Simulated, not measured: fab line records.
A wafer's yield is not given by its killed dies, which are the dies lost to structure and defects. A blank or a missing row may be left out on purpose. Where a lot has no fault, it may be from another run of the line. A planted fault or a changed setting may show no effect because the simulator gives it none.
Which tool is to blame?    flow n5Finfet    30 wafers from 10 lots sampled at 5 of the route's 1938 steps

== WHAT THE GAUGES SHOWED, per wafer ==
N5_SDB_THK_MEAS_31. Usual: SDB_THK 64.2 nm, standard deviation 0.95.
lot   measured     on            SDB_THK (nm)    flag
L556  day 4 05:56  filmMetro-01  63.8 64.2 65.0  
L558  day 4 16:14  filmMetro-01  64.9 64.0 65.2  
L559  day 4 22:28  filmMetro-01  63.8 63.1 63.9  
L560  day 5 03:17  filmMetro-01  62.6 63.9 64.2  
L565  day 6 12:46  filmMetro-01  65.3 64.4 64.7  
L567  day 6 21:43  filmMetro-01  63.9 65.0 65.1  
L568  day 7 04:34  filmMetro-02  64.7 66.0 64.9  
L576  day 9 02:01  filmMetro-01  64.7 64.2 64.3  
L577  day 9 10:50  filmMetro-02  62.4 64.0 64.2  
L578  day 9 17:42  filmMetro-02  64.0 64.7 64.8  

N5_DUMMY_REMOVAL_INSPECT_06: inspects for defects (brightfield). Usual: rawDefectCount 12, standard deviation 5.9.
lot   measured     on                rawDefectCount  flag
L556  day 4 06:12  defectInspect-01  19 31 33        
L558  day 4 16:32  defectInspect-02  8 6 5           
L559  day 4 22:43  defectInspect-02  10 29 6         
L560  day 5 03:38  defectInspect-02  4 7 14          
L565  day 6 13:04  defectInspect-01  13 10 9         
L567  day 6 21:59  defectInspect-02  11 10 9         
L568  day 7 04:49  defectInspect-01  12 14 12        
L576  day 9 02:16  defectInspect-01  6 13 10         
L577  day 9 11:05  defectInspect-01  12 11 14        
L578  day 9 17:57  defectInspect-02  13 9 13         

N5_BEOL_M4_RC_MEAS_101. Usual: DIBL_N 36.6 mV/V, standard deviation 1.1; DIBL_P 36.7 mV/V, standard deviation 1.5; IOFF_N 0.155 nA/um, standard deviation 0.019; IOFF_P 0.208 nA/um, standard deviation 0.025; ION_N 673 uA/um, standard deviation 8.5; ION_P 462 uA/um, standard deviation 5.9; SS_N 71.6 mV/dec, standard deviation 0.58; SS_P 73.5 mV/dec, standard deviation 0.51; VT_N 250.7 mV, standard deviation 2.4; VT_P -251 mV, standard deviation 3.
lot   measured      on         DIBL_N (mV/V)   DIBL_P (mV/V)   IOFF_N (nA/um)     IOFF_P (nA/um)     ION_N (uA/um)  ION_P (uA/um)  SS_N (mV/dec)   SS_P (mV/dec)   VT_N (mV)          VT_P (mV)       flag
L556  day 9 16:01   prober-01  37.5 35.9 38.6  39.1 37.5 39.9  0.192 0.160 0.207  0.226 0.197 0.241  680 668 680    463 456 462    71.9 72.6 72.0  73.8 73.5 74.5  248.0 251.8 244.1  -252 -254 -252  
L558  day 11 04:32  prober-02  35.4 36.8 36.9  35.1 36.9 37.4  0.154 0.183 0.185  0.207 0.242 0.248  667 678 683    461 467 468    71.7 72.5 72.2  73.3 73.5 73.1  249.7 247.9 245.7  -248 -247 -248  
L559  day 11 12:46  prober-01  37.5 34.9 37.0  37.8 34.6 36.5  0.163 0.125 0.152  0.208 0.157 0.190  669 662 674    462 453 462    71.1 70.4 70.5  73.7 73.3 73.4  251.8 253.7 250.9  -253 -252 -251  
L560  day 12 02:20  prober-02  35.4 36.5 36.4  36.4 38.0 36.8  0.151 0.175 0.169  0.210 0.231 0.221  671 682 678    465 470 462    71.2 72.3 71.8  73.6 73.7 73.4  248.0 250.3 248.5  -250 -248 -249  
L565  day 12 20:25  prober-01  36.9 38.4 37.7  36.1 37.4 36.8  0.129 0.147 0.147  0.197 0.206 0.212  662 671 671    461 459 464    71.1 72.1 71.5  73.3 73.2 73.5  253.8 254.1 250.9  -251 -253 -250  
L567  day 14 01:33  prober-01  37.1 35.0 37.1  36.4 34.6 36.7  0.151 0.121 0.147  0.197 0.174 0.213  673 664 664    459 458 456    71.6 71.2 71.8  73.1 72.9 73.4  250.6 257.0 253.5  -255 -254 -252  
L568  day 13 18:49  prober-02  34.9 36.6 35.6  35.5 36.9 36.5  0.156 0.172 0.161  0.219 0.236 0.225  674 674 679    467 463 466    72.4 72.5 71.6  73.4 73.5 72.8  250.1 248.3 250.4  -248 -248 -247  
L576  day 16 02:40  prober-01  36.5 37.8 35.7  36.6 37.9 35.1  0.150 0.170 0.131  0.218 0.245 0.200  675 677 675    464 469 471    71.7 71.5 71.2  73.4 74.2 73.5  251.7 252.2 253.5  -249 -247 -248  
L577  day 16 12:02  prober-02  36.7 36.7 36.0  37.5 37.0 36.0  0.168 0.166 0.152  0.178 0.170 0.169  679 671 658    450 443 443    72.5 71.5 71.6  73.2 72.9 73.0  250.9 251.7 250.1  -256 -255 -256  
L578  day 16 06:34  prober-02  36.8 37.9 34.4  36.1 37.3 32.9  0.155 0.179 0.123  0.218 0.236 0.166  681 696 668    469 468 455    72.4 71.5 71.7  73.6 74.0 72.3  247.5 247.6 252.1  -249 -251 -254  

== WHICH TOOL RAN EACH LOT (tool, then ch and the chambers of the sampled wafers, then the start) ==
lot   N5_SDB_CUT_ETCH_26              N5_DUMMY_REMOVAL_PRECLEAN_08
L556  rieSi-06 ch 0,1, day 4 02:41    remotePlasma-01 ch 0, day 4 06:14
L558  rieSi-05 ch 0,3, day 4 13:01    remotePlasma-01 ch 1, day 4 16:37
L559  rieSi-06 ch 2,3, day 4 18:10    remotePlasma-02 ch 1, day 4 22:47
L560  rieSi-05 ch 0,1, day 5 00:05    remotePlasma-02 ch 0, day 5 03:40
L565  rieSi-04 ch 0,1,2, day 6 09:28  remotePlasma-02 ch 0, day 6 13:06
L567  rieSi-06 ch 1,2,3, day 6 18:30  remotePlasma-01 ch 1, day 6 22:04
L568  rieSi-05 ch 1,2,3, day 7 01:20  remotePlasma-02 ch 1, day 7 04:55
L576  rieSi-06 ch 0,1,3, day 8 22:48  remotePlasma-01 ch 0, day 9 02:20
L577  rieSi-04 ch 0,2, day 9 07:24    remotePlasma-02 ch 0, day 9 11:07
L578  rieSi-05 ch 0,1, day 9 14:29    remotePlasma-01 ch 1, day 9 18:01
- N5_SDB_CUT_ETCH_26: etches Si in HBr/Cl2/O2, target depth 129.6 nm, bt time 20 s, time 51.8 s.
- N5_DUMMY_REMOVAL_PRECLEAN_08: cleans in NF3:NH3, afs cycles 2, time 20 s, sublimation time 60 s.

== AS READ BY THE TOOLS THEMSELVES (means over the sampled wafers that have a number; for cases with no such wafer, the mark the record gives instead) ==
N5_SDB_CUT_ETCH_26. Usual: drypumpMotorCurrentA 5.7 A, standard deviation 0.42; oes_o_777_au 1.01 a.u., standard deviation 0.037; oesProductAu 1.004 a.u., standard deviation 0.016; throttleValvePct 37.08 %, standard deviation 0.19.
lot   tool      drypumpMotorCurrentA (A)  oes_o_777_au (a.u.)  oesProductAu (a.u.)  throttleValvePct (%)  flag
L556  rieSi-06  6.1                       1.04                 1.014                37.25                 
L558  rieSi-05  5.6                       1.00                 0.999                36.94                 
L559  rieSi-06  5.3                       1.00                 1.003                37.11                 
L560  rieSi-05  6.2                       1.00                 1.001                36.97                 
L565  rieSi-04  5.6                       1.00                 0.992                37.01                 
L567  rieSi-06  5.7                       1.02                 1.006                37.12                 
L568  rieSi-05  5.8                       1.02                 1.014                37.21                 
L576  rieSi-06  6.1                       1.02                 1.007                37.26                 
L577  rieSi-04  5.7                       0.96                 0.985                37.02                 
L578  rieSi-05  5.8                       0.99                 1.004                36.86                 

N5_DUMMY_REMOVAL_PRECLEAN_08. Usual: tempC 29.99 C, standard deviation 0.11.
lot   tool             tempC (C)  flag
L556  remotePlasma-01  30.15      
L558  remotePlasma-01  29.92      
L559  remotePlasma-02  30.01      
L560  remotePlasma-02  29.99      
L565  remotePlasma-02  29.13      OFF
L567  remotePlasma-01  30.17      
L568  remotePlasma-02  29.43      OFF
L576  remotePlasma-01  29.88      
L577  remotePlasma-02  29.93      
L578  remotePlasma-01  29.99      

== THE ANSWER, worked out from the rows above alone ==
Rule: a lot is off if the mean of its wafers that have a number lies more than 3 standard deviations from the usual mean. Also off: a lot with no number at a reading for which 4 or more lots have one. Any other lot the step has rows for is counted as sound. First the gauges in route order, then the tools' own readings, where a lot's mean is used as printed above. At the first step where some lot is off, the reading lying furthest off is the one used; lots without a number count as furthest.
Off: L565, L568 (N5_DUMMY_REMOVAL_PRECLEAN_08, tempC).
If a tool, at that step or one of the process steps before it, ran each lot that is off and ran no sound lot following the first of them, it fits. None of those tried fits.

== WHAT THE SIMULATOR PUT IN ==
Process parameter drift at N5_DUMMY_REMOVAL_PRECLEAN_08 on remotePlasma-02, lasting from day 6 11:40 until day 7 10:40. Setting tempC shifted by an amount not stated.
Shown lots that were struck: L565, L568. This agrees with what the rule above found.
